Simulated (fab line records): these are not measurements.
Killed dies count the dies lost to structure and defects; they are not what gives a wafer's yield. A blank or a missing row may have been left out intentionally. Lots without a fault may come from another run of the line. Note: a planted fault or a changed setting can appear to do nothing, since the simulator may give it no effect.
Chamber matching / flow n5Finfet / N5_MOL_CONTACT_COAG_CMP_23 on cmp-01 has 4 sister chambers
The step polishes, stops on SiO2, t overpolish 1.5 s, target thk 0 nm. 4 wafers are shown with their chamber, then 9 later ones without.

== EACH WAFER AND ITS CHAMBER ==
wafer=L090.5; chamber=0; timeToEndpointS (s)=14.9
wafer=L091.1; chamber=1; timeToEndpointS (s)=7.6
wafer=L091.2; chamber=2; timeToEndpointS (s)=8.7
wafer=L091.6; chamber=3; timeToEndpointS (s)=7.8

== WAFERS WITHOUT THEIR CHAMBER ==
wafer=L093.2; timeToEndpointS (s)=6.8
wafer=L093.4; timeToEndpointS (s)=8.6
wafer=L093.5; timeToEndpointS (s)=6.8
wafer=L095.2; timeToEndpointS (s)=9.5
wafer=L095.3; timeToEndpointS (s)=9.0
wafer=L095.5; timeToEndpointS (s)=10.5
wafer=L096.2; timeToEndpointS (s)=14.8
wafer=L096.4; timeToEndpointS (s)=12.3
wafer=L096.5; timeToEndpointS (s)=12.0

== CHAMBER TAKEN BY EACH ==
wafer=L093.2; from the rows above=can't be placed: 1 or 3 or 2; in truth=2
wafer=L093.4; from the rows above=can't be placed: 2 or 3 or 1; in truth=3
wafer=L093.5; from the rows above=can't be placed: 1 or 3 or 2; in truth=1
wafer=L095.2; from the rows above=can't be placed: 2 or 3 or 1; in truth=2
wafer=L095.3; from the rows above=can't be placed: 2 or 3 or 1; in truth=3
wafer=L095.5; from the rows above=can't be placed: 2 or 3 or 1 or 0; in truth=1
wafer=L096.2; from the rows above=0; in truth=0
wafer=L096.4; from the rows above=can't be placed: 0 or 2 or 3 or 1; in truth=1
wafer=L096.5; from the rows above=can't be placed: 0 or 2 or 3 or 1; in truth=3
Correct placement for 1 of the 9. Can't be placed from these rows: 8 (the true chamber is among the candidates in 8). Number placed wrongly: 0.
How it was worked out, from the rows above alone: a wafer's distance from a chamber is the root of the sum, over the readings, of the square of ((its reading less the chamber's mean) divided by the reading's scatter). The wafer belongs to the nearest chamber; if the next one is less than 2 further off, it can't be placed. A chamber's mean is the mean of its shown wafers. The scatter (one wafer shown for each chamber): square how far every hidden wafer sits from the nearest shown wafer, average those squares and take the square root.
